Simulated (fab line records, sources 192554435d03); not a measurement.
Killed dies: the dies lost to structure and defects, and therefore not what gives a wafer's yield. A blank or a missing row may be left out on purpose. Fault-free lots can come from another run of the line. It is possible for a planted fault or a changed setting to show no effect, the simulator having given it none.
What tool caused it?    flow n5-finfet    28 wafers from 10 lots sampled at 6 of the route's 1938 steps

## WHAT THE GAUGES READ, wafer by wafer
N5_BEOL_M4_RC_MEAS_101. Usual: DIBL_N 36.4 mV/V, standard deviation 1.4; DIBL_P 36.3 mV/V, standard deviation 1.8; IOFF_N 0.163 nA/um, standard deviation 0.024; IOFF_P 0.21 nA/um, standard deviation 0.034; ION_N 673 uA/um, standard deviation 11; ION_P 461 uA/um, standard deviation 7.4; SS_N 71.6 mV/dec, standard deviation 0.52; SS_P 73.3 mV/dec, standard deviation 0.58; VT_N 249.4 mV, standard deviation 2.5; VT_P -250 mV, standard deviation 3.5.
lot   measured      on         DIBL_N (mV/V)   DIBL_P (mV/V)   IOFF_N (nA/um)     IOFF_P (nA/um)  ION_N (uA/um)  ION_P (uA/um)  SS_N (mV/dec)   SS_P (mV/dec)   VT_N (mV)          VT_P (mV)       flag
L100  day 8 07:10   prober-01  37.2 37.2 37.5  38.0 37.4 38.2  0.170 0.169 0.181  0.25 0.24 0.24  663 668 666    456 462 459    71.9 71.2 71.9  73.8 73.4 73.8  245.9 249.0 246.9  -246 -248 -248  
L101  day 8 18:12   prober-02  36.8 36.2 35.0  37.2 36.3 35.3  0.173 0.167 0.147  0.19 0.19 0.17  674 685 668    449 455 453    71.8 71.4 71.9  73.8 72.5 72.8  246.7 246.7 251.3  -254 -254 -254  
L102  day 9 00:22   prober-02  34.6 36.9 37.7  33.8 36.4 38.1  0.118 0.154 0.176  0.20 0.25 0.27  651 661 682    458 462 477    70.6 72.2 72.1  72.5 72.9 74.1  254.1 247.8 249.6  -248 -247 -243  
L105  day 9 17:22   prober-01  34.1 35.7 34.1  35.5 37.6 35.9  0.139 0.168 0.138  0.18 0.22 0.19  652 668 656    448 455 455    71.5 71.9 71.8  73.3 73.5 73.8  253.9 249.8 253.2  -253 -252 -254  
L108  day 10 03:13  prober-02  37.1 35.2       37.6 35.3       0.195 0.146        0.24 0.20       708 686        472 470        71.1 71.2       73.7 73.1       246.1 252.9        -247 -251       
L107  day 10 09:15  prober-01  36.0 34.4 35.0  35.9 34.8 34.5  0.159 0.137 0.145  0.20 0.18 0.18  652 651 659    450 451 446    72.2 70.9 71.7  73.1 72.5 73.3  250.4 252.9 254.1  -250 -254 -253  
L110  day 10 23:44  prober-01  35.9 35.1       36.1 35.2       0.165 0.151        0.21 0.20       677 670        465 458        71.0 71.2       73.2 73.3       247.3 249.2        -251 -251       
L120  day 13 12:08  prober-02  35.3 34.5 35.9  31.4 30.9 32.4  0.130 0.117 0.137  0.15 0.14 0.16  674 669 660    453 450 446    71.3 70.8 70.6  72.9 72.6 72.0  250.6 251.5 250.8  -258 -257 -255  
L119  day 13 15:14  prober-02  35.1 36.0 35.1  34.8 35.2 35.0  0.137 0.146 0.142  0.19 0.20 0.20  665 666 662    460 455 456    70.9 71.1 70.9  73.0 72.9 72.6  250.8 251.1 248.0  -250 -250 -248  
L121  day 13 18:05  prober-01  37.4 40.3 36.6  35.5 38.7 33.9  0.158 0.217 0.146  0.23 0.30 0.22  674 691 656    466 465 458    71.0 72.4 71.6  73.2 73.9 72.1  249.3 245.3 254.2  -247 -242 -247  

N5_BEOL_M15_INSPECT_12: inspects for defects (macro). Usual: raw-defect-count reads 2.0 (standard deviation 1.4).
lot   measured      on                 raw-defect-count  flag
L100  day 11 16:02  defect-inspect-01  5 1 4             
L101  day 11 21:20  defect-inspect-02  2 1 3             
L102  day 12 14:31  defect-inspect-01  1 3 2             
L105  day 13 10:49  defect-inspect-01  3 3 4             
L108  day 13 11:07  defect-inspect-02  1 3               
L107  day 13 20:09  defect-inspect-02  3 1 4             
L110  day 14 21:37  defect-inspect-02  2 1               
L120  day 17 13:26  defect-inspect-01  0 1 3             
L119  day 17 17:55  defect-inspect-01  1 2 3             
L121  day 18 02:34  defect-inspect-01  0 2 2             

N5_BEOL_M15_CD_MEAS_28: the cd target is 407.6 nm. Usual: cd-nm reads 409.5 nm (standard deviation 1.5).
lot   measured      on         cd-nm (nm)         flag
L100  day 11 17:43  cd-sem-02  410.9 410.6 410.4  
L101  day 11 22:52  cd-sem-03  409.3 410.1 409.3  
L102  day 12 15:55  cd-sem-02  410.6 412.6 409.9  
L105  day 13 12:29  cd-sem-03  409.8 409.4 545.6  OFF
L108  day 13 12:40  cd-sem-01  543.0 541.1        OFF
L107  day 13 21:41  cd-sem-02  409.8 410.5 410.5  
L110  day 14 23:09  cd-sem-03  409.4 543.7        OFF
L120  day 17 14:51  cd-sem-01  406.2 405.0 406.1  
L119  day 17 19:20  cd-sem-01  408.1 407.7 407.6  
L121  day 18 03:59  cd-sem-02  406.7 407.6 406.7  

## WHICH TOOL RAN EACH LOT (tool, then ch and the chambers of the sampled wafers, then the start)
lot   N5_BEOL_M14_ANNEAL_48             N5_BEOL_M15_DESCUM_15               N5_BEOL_M15_EXPOSE_25
L100  rtp-anneal-02 ch 0, day 11 14:31  rie-diel-02 ch 1,3, day 11 16:04    krf-scanner-01 ch 0, day 11 17:33
L101  rtp-anneal-02 ch 0, day 11 19:56  rie-diel-05 ch 0,2, day 11 21:22    krf-scanner-02 ch 0, day 11 22:43
L102  rtp-anneal-02 ch 0, day 12 13:15  rie-diel-05 ch 0,1,2, day 12 14:32  krf-scanner-02 ch 0, day 12 15:46
L105  rtp-anneal-01 ch 0, day 13 09:19  rie-diel-05 ch 1,3, day 13 10:51    krf-scanner-02 ch 0, day 13 12:19
L108  rtp-anneal-02 ch 0, day 13 09:53  rie-diel-01 ch 0,3, day 13 11:18    krf-scanner-02 ch 0, day 13 12:31
L107  rtp-anneal-01 ch 0, day 13 18:42  rie-diel-05 ch 0,3, day 13 20:11    krf-scanner-01 ch 0, day 13 21:31
L110  rtp-anneal-01 ch 0, day 14 20:17  rie-diel-01 ch 2,3, day 14 21:39    krf-scanner-02 ch 0, day 14 22:59
L120  rtp-anneal-02 ch 0, day 17 12:03  rie-diel-02 ch 1,2, day 17 13:29    krf-scanner-02 ch 0, day 17 14:40
L119  rtp-anneal-02 ch 0, day 17 16:32  rie-diel-02 ch 0,1,2, day 17 17:57  krf-scanner-02 ch 0, day 17 19:10
L121  rtp-anneal-02 ch 0, day 18 01:04  rie-diel-05 ch 1,2, day 18 02:35    krf-scanner-02 ch 0, day 18 03:49
- N5_BEOL_M14_ANNEAL_48: time 90 s.
- N5_BEOL_M15_DESCUM_15: chemistry O2, time 7.9 s.
- N5_BEOL_M15_EXPOSE_25: exposes mask M15, target cd 400 nm.

## AS READ BY THE TOOLS THEMSELVES (means over the sampled wafers that have a number; for cases with no such wafer, the mark the record gives instead)
N5_BEOL_M14_ANNEAL_48. Usual: wafer_temp_C_max reads 225.91 (standard deviation 0.23).
lot   tool           wafer_temp_C_max  flag
L100  rtp-anneal-02  225.81            
L101  rtp-anneal-02  225.97            
L102  rtp-anneal-02  226.08            
L105  rtp-anneal-01  226.01            
L108  rtp-anneal-02  225.85            
L107  rtp-anneal-01  225.97            
L110  rtp-anneal-01  225.82            
L120  rtp-anneal-02  226.10            
L119  rtp-anneal-02  226.09            
L121  rtp-anneal-02  225.90            

N5_BEOL_M15_DESCUM_15. Usual: bias-power-w 20.00 W, standard deviation 0.053; drypump-motor-current-A 5.9 A, standard deviation 0.35; oes-product-au 0.80 a.u., standard deviation 0.083; rf-vpp-V 243.3 V, standard deviation 1; showerhead-plenum-p-Torr 2.10 Torr, standard deviation 0.04; throttle-valve-pct 20.42 %, standard deviation 0.24.
lot   tool         bias-power-w (W)  drypump-motor-current-A (A)  oes-product-au (a.u.)  rf-vpp-V (V)  showerhead-plenum-p-Torr (Torr)  throttle-valve-pct (%)  flag
L100  rie-diel-02  20.02             5.9                          0.72                   243.1         2.08                             20.37                   
L101  rie-diel-05  19.93             5.9                          0.82                   243.9         2.13                             20.55                   
L102  rie-diel-05  19.98             5.8                          0.82                   243.8         2.12                             20.38                   
L105  rie-diel-05  20.01             5.9                          0.89                   243.6         2.12                             20.10                   
L108  rie-diel-01  20.04             6.0                          0.83                   243.0         2.07                             20.38                   
L107  rie-diel-05  19.95             6.0                          0.90                   244.0         2.14                             20.29                   
L110  rie-diel-01  19.98             5.7                          0.86                   242.4         2.08                             20.58                   
L120  rie-diel-02  20.02             6.4                          0.74                   243.2         2.07                             20.68                   
L119  rie-diel-02  19.99             6.0                          0.76                   242.9         2.08                             20.57                   
L121  rie-diel-05  20.03             5.8                          0.79                   244.0         2.10                             20.24                   

N5_BEOL_M15_EXPOSE_25. Usual: exposure-dose-mJ-cm2 reads 35.48 (standard deviation 0.032).
lot   tool            exposure-dose-mJ-cm2  flag
L100  krf-scanner-01  35.49                 
L101  krf-scanner-02  35.50                 
L102  krf-scanner-02  35.49                 
L105  krf-scanner-02  35.48                 
L108  krf-scanner-02  35.50                 
L107  krf-scanner-01  35.50                 
L110  krf-scanner-02  35.50                 
L120  krf-scanner-02  35.50                 
L119  krf-scanner-02  35.47                 
L121  krf-scanner-02  35.43                 

## THE ANSWER, worked out from the rows above alone
Rule: a lot is off if the mean of its wafers that have a number lies more than 3 standard deviations from the usual mean. Also off: a lot with no number at a reading for which 4 or more lots have one. Where the step has rows for the other lots, those lots are counted as sound. The gauges are gone through in route order, then the tools' own readings, and for those a lot's mean is taken as printed above. At the first step where some lot is off, the reading lying furthest off is the one used; lots without a number count as furthest.
Off: L105, L108, L110, at N5_BEOL_M15_CD_MEAS_28 (cd-nm).
If a tool, at a process step before that reading, ran all the lots that are off and no sound lot after the first of them, it fits. Gauges at N5_BEOL_M15_CD_MEAS_28: tried the same way as those tools. None of those tried fits.

## WHAT THE SIMULATOR PUT IN
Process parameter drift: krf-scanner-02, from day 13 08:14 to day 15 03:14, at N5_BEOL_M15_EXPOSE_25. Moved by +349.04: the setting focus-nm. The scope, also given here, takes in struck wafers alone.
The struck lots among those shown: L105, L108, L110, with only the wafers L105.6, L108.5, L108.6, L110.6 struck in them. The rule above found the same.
